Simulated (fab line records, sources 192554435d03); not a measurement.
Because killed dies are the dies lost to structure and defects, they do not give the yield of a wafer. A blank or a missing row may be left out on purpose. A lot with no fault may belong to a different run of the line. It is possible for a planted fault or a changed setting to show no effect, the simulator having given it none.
Split-lot experiment | flow n5-finfet | 39 wafers read from 7 lots, route of 1938 steps

ON THE SPLIT
At N5_PASSIVATION_ETCH_15 (etches SiCN in CF4/N2, target depth 75 nm, time 81.2 s), the setting target-depth-a was moved away from the recipe's 750 angstrom on 15 of the 39 wafers read, by -42.4% to +29.2%. The other wafers ran this setting at the recipe's value.

Reading taken at the split's own step.

THE READING
etch.depth-nm (the simulator's own value, which no gauge read), in nm, at N5_PASSIVATION_ETCH_15 (etches SiCN in CF4/N2, target depth 75 nm, time 81.2 s). No usual value for it is given in the file. Here, 24 wafers ran the recipe; their average is 65.55 nm with a standard deviation of 1.1 nm.

wafer  | tool, chamber at the split | target-depth-a as run, angstrom | against the recipe | etch.depth-nm, nm | against lot-mates on the recipe
L074.1 | rie-diel-02, 3             | 750                             | recipe             | 66.23             | -
L074.2 | rie-diel-02, 2             | 750                             | recipe             | 65.12             | -
L074.3 | rie-diel-02, 0             | 750                             | recipe             | 63.77             | -
L074.4 | rie-diel-02, 1             | 750                             | recipe             | 65.21             | -
L074.5 | rie-diel-02, 2             | 750                             | recipe             | 65.37             | -
L074.6 | rie-diel-02, 3             | 750                             | recipe             | 66.98             | -
L078.1 | rie-diel-02, 2             | 750                             | recipe             | 64.22             | -
L078.2 | rie-diel-02, 1             | 750                             | recipe             | 64.77             | -
L078.3 | rie-diel-02, 0             | 750                             | recipe             | 62.91             | -
L078.4 | rie-diel-02, 0             | 432.1                           | -42.4%             | 36                | -27.97
L078.5 | rie-diel-02, 2             | 432.1                           | -42.4%             | 37.22             | -26.75
L078.6 | rie-diel-02, 1             | 432.1                           | -42.4%             | 37.14             | -26.83
L085.1 | rie-diel-04, 0             | 470.8                           | -37.2%             | 40.97             | -25.91
L085.2 | rie-diel-04, 2             | 750                             | recipe             | 66.93             | -
L085.3 | rie-diel-04, 1             | 750                             | recipe             | 66.97             | -
L085.4 | rie-diel-04, 2             | 470.8                           | -37.2%             | 41.98             | -24.90
L085.5 | rie-diel-04, 1             | 750                             | recipe             | 66.75             | -
L085.6 | rie-diel-04, 0             | 470.8                           | -37.2%             | 41.02             | -25.86
L088.1 | rie-diel-06, 2             | 750                             | recipe             | 65.17             | -
L088.2 | rie-diel-06, 1             | 953.5                           | +27.1%             | 85.45             | +20.05
L088.3 | rie-diel-06, 3             | 953.5                           | +27.1%             | 80.32             | +14.92
L088.4 | rie-diel-06, 0             | 750                             | recipe             | 65.96             | -
L088.5 | rie-diel-06, 2             | 750                             | recipe             | 65.06             | -
L088.6 | rie-diel-06, 3             | 953.5                           | +27.1%             | 80.38             | +14.98
L086.2 | rie-diel-02, 3             | 750                             | recipe             | 66.22             | -
L086.4 | rie-diel-02, 1             | 750                             | recipe             | 66.77             | -
L086.6 | rie-diel-02, 2             | 750                             | recipe             | 64.15             | -
L093.1 | rie-diel-04, 0             | 750                             | recipe             | 65.61             | -
L093.2 | rie-diel-04, 1             | 929.6                           | +23.9%             | 82.87             | +16.41
L093.3 | rie-diel-04, 2             | 929.6                           | +23.9%             | 83.15             | +16.69
L093.4 | rie-diel-04, 1             | 750                             | recipe             | 66.86             | -
L093.5 | rie-diel-04, 2             | 750                             | recipe             | 66.92             | -
L093.6 | rie-diel-04, 0             | 929.6                           | +23.9%             | 80.75             | +14.29
L096.1 | rie-diel-06, 1             | 968.8                           | +29.2%             | 86.71             | +21.66
L096.2 | rie-diel-06, 2             | 968.8                           | +29.2%             | 85.04             | +19.99
L096.3 | rie-diel-06, 3             | 750                             | recipe             | 64.25             | -
L096.4 | rie-diel-06, 0             | 750                             | recipe             | 65.24             | -
L096.5 | rie-diel-06, 2             | 750                             | recipe             | 65.66             | -
L096.6 | rie-diel-06, 3             | 968.8                           | +29.2%             | 82.36             | +17.31

THE FIT
A straight line over all 39 wafers: etch.depth-nm changes by +0.66 nm for each +1% of target-depth-a; r = +0.99; the points scatter about the line by 1.4 nm.
The same after taking each lot's own level away (the mean of its wafers on the recipe; 39 wafers): +0.656 nm for each +1%; r = +1.00; scatter 1.2 nm.
The reading moves by 28 nm for the largest change in target-depth-a, on that fit.
Across the lots, their own levels run from 63.967 to 66.883 nm, a range of 2.6 times the standard deviation given above.
The two slopes are in agreement: the lot-to-lot level therefore moves the slope only a little.
Check: with one of the wafers moved furthest among these (-42.4%) left out of the fit, the line predicts -27.9 nm for it against its lot-mates. Against them it came out at -28 nm.

THE OTHER SPLITS THESE WAFERS WENT THROUGH
Before the reading, these wafers also passed through other splits. Each is held against what the fit with the lots' levels taken away leaves over:
other split on the same wafers        | wafers away from the commonest value | r with etch.depth-nm (lot level and that fit taken away)
N5_BEOL_M6_HM_DEP_02 target-thk-a     | 15                                   | +0.09
N5_BEOL_M8_VIA_ETCH_34 target-depth-a | 15                                   | -0.06
N5_BEOL_M12_SPUTTER_43 target-thk-a   | 9                                    | +0.07
N5_BEOL_M15_DEP_53 target-thk-a       | 6                                    | -0.32

THE FILE'S OWN FIT
etch.depth-nm changes by +0.656 nm for each +1% of target-depth-a, r = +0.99.
